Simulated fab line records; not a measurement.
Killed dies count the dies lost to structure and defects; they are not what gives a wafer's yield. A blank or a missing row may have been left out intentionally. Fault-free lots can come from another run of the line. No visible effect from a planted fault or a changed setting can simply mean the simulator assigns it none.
A single fault, viewed from 2 desks | flow n5-finfet | each desk holds nothing but its own numbers, with what lay behind them at the end

## AT THE TOOL OWNER'S DESK: rie-diel-06
The tool's own readings at N5_BEOL_M10_TRENCH_ETCH_37 (etches SiCOH lowk in C4F6/O2, target depth 148.83 nm, time 48 s): means of the sampled wafers that have a number, for each lot that ran on this tool. A lot is out of limits, marked OUT, if its mean lies more than 4 standard deviations from the usual mean; the brackets give that distance.
Columns: A = drypump-motor-current-A at N5_BEOL_M10_TRENCH_ETCH_37, usual 5.6 A; B = oes_ar_750_au at N5_BEOL_M10_TRENCH_ETCH_37, usual 0.82 a.u.; C = oes-product-au at N5_BEOL_M10_TRENCH_ETCH_37, usual 0.82 a.u.; D = rf-vpp-V at N5_BEOL_M10_TRENCH_ETCH_37, usual 662 V; E = run-length-s at N5_BEOL_M10_TRENCH_ETCH_37, usual 71.3 s; F = showerhead-plenum-p-Torr at N5_BEOL_M10_TRENCH_ETCH_37, usual 2.83 Torr; G = throttle-valve-pct at N5_BEOL_M10_TRENCH_ETCH_37, usual 20.78 %
lot  | first seen here | A   | B    | C    | D   | E              | F    | G
L585 | day 13 06:12    | 5.6 | 0.75 | 0.73 | 640 | 81.3 (+28) OUT | 2.94 | 20.74
L586 | day 13 12:36    | 5.6 | 0.78 | 0.78 | 641 | 76.3 (+14) OUT | 2.89 | 20.80
L598 | day 16 11:40    | 5.6 | 0.86 | 0.85 | 654 | 71.2           | 2.87 | 20.75
This desk finds L585, L586 out of limits, L585 being first, at day 13 06:12 (run-length-s at N5_BEOL_M10_TRENCH_ETCH_37). L598 stayed within limits.

## FROM THE METROLOGY DESK
What the gauges read, lot by lot, whatever tool the lot ran on: means of the sampled wafers that have a number. A lot is out of limits, marked OUT, if its mean lies more than 4 standard deviations from the usual mean; the brackets give that distance. It has 26 readings, of which 7 appear: the earliest out of limits, and the ones furthest out on some lot.
Columns: A = trench-depth-nm at N5_BEOL_M10_OCD_MEAS_38, usual 150 nm; B = M10_THK at N5_BEOL_M10_THK_MEAS_53, usual 143 nm; C = M10_RS at N5_BEOL_M10_RS_MEAS_57, usual 0.150 ohm/sq; D = COMB_M7 at N5_BEOL_M15_RC_MEAS_101, usual 2.5e-11 S/m; E = COMB_M8 at N5_BEOL_M15_RC_MEAS_101, usual 2.5e-11 S/m; F = SERP_M10 at N5_BEOL_M15_RC_MEAS_101, usual 3.02 ohm/um; G = SERP_M10_max_site at N5_BEOL_M15_RC_MEAS_101, usual 3.10 ohm/um
lot  | first seen here | A              | B              | C                | D       | E       | F               | G
L577 | day 11 09:01    | 149            | 141            | 0.151            | 2.4e-11 | 2.9e-11 | 3.02            | 3.06
L585 | day 13 04:50    | 177 (+7.9) OUT | 168 (+6.8) OUT | 0.127 (-5.6) OUT | 2.6e-11 | 2.4e-11 | 2.54 (-4.8) OUT | 2.64 (-4.2) OUT
L586 | day 13 09:35    | 165 (+4.4) OUT | 157            | 0.137            | 2.8e-11 | 2.2e-11 | 2.72            | 2.80
L588 | day 13 22:20    | 149            | 142            | 0.151            | 2.9e-11 | 2.5e-11 | 3.06            | 3.12
L593 | day 15 03:02    | 154            | 145            | 0.147            | 2.3e-11 | 2.2e-11 | 2.93            | 3.03
L597 | day 16 06:14    | 150            | 142            | 0.152            | 3.5e-11 | 3.6e-11 | 3.06            | 3.15
L598 | day 16 09:45    | 149            | 143            | 0.149            | 2.6e-11 | 2.7e-11 | 3.03            | 3.17
This desk finds L585, L586 out of limits, L585 being first, at day 13 06:23 (trench-depth-nm at N5_BEOL_M10_OCD_MEAS_38). L577, L588, L593, L597, L598 stayed within limits.

## BROUGHT TOGETHER
An alarm could have come from the tool owner's desk at day 13 06:12, on L585, L586.
The metrology desk could have raised an alarm at day 13 06:23, on L585, L586.
On rie-diel-06, each named lot ran N5_BEOL_M10_TRENCH_ETCH_37.

## WHAT THE SIMULATOR HAD INSERTED
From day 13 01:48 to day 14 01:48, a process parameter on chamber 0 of rie-diel-06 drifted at N5_BEOL_M10_TRENCH_ETCH_37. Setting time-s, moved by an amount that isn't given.
Shown lots that were struck: L585, L586.
Counting hours from when the fault started, the first reading out of limits came at 4 for the tool owner's desk and at 5 for the metrology desk.
